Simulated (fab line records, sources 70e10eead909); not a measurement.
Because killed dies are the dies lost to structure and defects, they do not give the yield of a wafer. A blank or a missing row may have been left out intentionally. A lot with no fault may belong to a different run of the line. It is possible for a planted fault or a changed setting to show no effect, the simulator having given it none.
Matching of chambers	flow nand-harc	4 sister chambers for NHARC_P_GATE_DESCUM_48 on rie-diel-04
The step chemistry O2, time 3 s. 14 wafers are shown with their chamber, then 6 later ones without.

EACH WAFER AND ITS CHAMBER
wafer	chamber	rf-vpp-V (V)	oes-product-au (a.u.)	throttle-valve-pct (%)
L992.1	2	58.7	0.994	11.310
L992.2	0	58.2	1.006	11.321
L992.5	1	57.8	1.029	11.310
L994.1	2	58.1	1.003	11.322
L994.5	0	57.6	1.006	11.305
L994.6	2	57.8	1.007	11.319
L998.1	3	57.3	1.002	11.311
L998.2	0	58.4	1.005	11.320
L998.3	1	58.2	0.983	11.313
L103.1	2	57.0	0.973	11.321
L103.2	1	57.7	0.997	11.315
L103.6	2	59.0	0.998	11.303
L106.2	2	57.1	0.994	11.305
L106.3	1	59.1	0.991	11.308

SIGNATURES (means of the wafers above)
reading	chamber 0	chamber 1	chamber 2	chamber 3	scatter within a chamber
rf-vpp-V	58.067	58.200	57.950	57.300	0.7
oes-product-au	1.00567	1.00000	0.99483	1.00200	0.0139
throttle-valve-pct	11.31533	11.31150	11.31333	11.31100	0.00737
Rule: a wafer's distance from a chamber is the root of the sum, over the readings, of the square of ((its reading less the chamber's mean) divided by the reading's scatter). If the next closest chamber is less than 2 further off than the closest, the wafer can't be placed; otherwise it belongs to the closest. The scatter: take each reading less its chamber's mean, square it, sum over the shown wafers, divide by the number of wafers less the number of chambers, and take the root.

WAFERS MISSING THEIR CHAMBER
wafer	rf-vpp-V (V)	oes-product-au (a.u.)	throttle-valve-pct (%)
L106.6	57.1	0.995	11.310
L111.1	56.3	1.014	11.312
L111.6	57.8	1.018	11.304
L112.2	58.5	1.012	11.307
L112.4	57.7	1.012	11.316
L112.5	59.3	1.010	11.317

WHICH CHAMBER EACH ONE RAN IN
wafer	from the rows above	in truth
L106.6	can't be placed: 3 or 2 or 1 or 0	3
L111.1	can't be placed: 3 or 0 or 2 or 1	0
L111.6	can't be placed: 3 or 1 or 0 or 2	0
L112.2	can't be placed: 1 or 0 or 2 or 3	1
L112.4	can't be placed: 0 or 3 or 1 or 2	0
L112.5	can't be placed: 0 or 1 or 2 or 3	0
Placed correctly: 0 of 6. Unplaceable from these rows: 6, with the true chamber sitting among the candidates in 6. Number placed wrongly: 0.
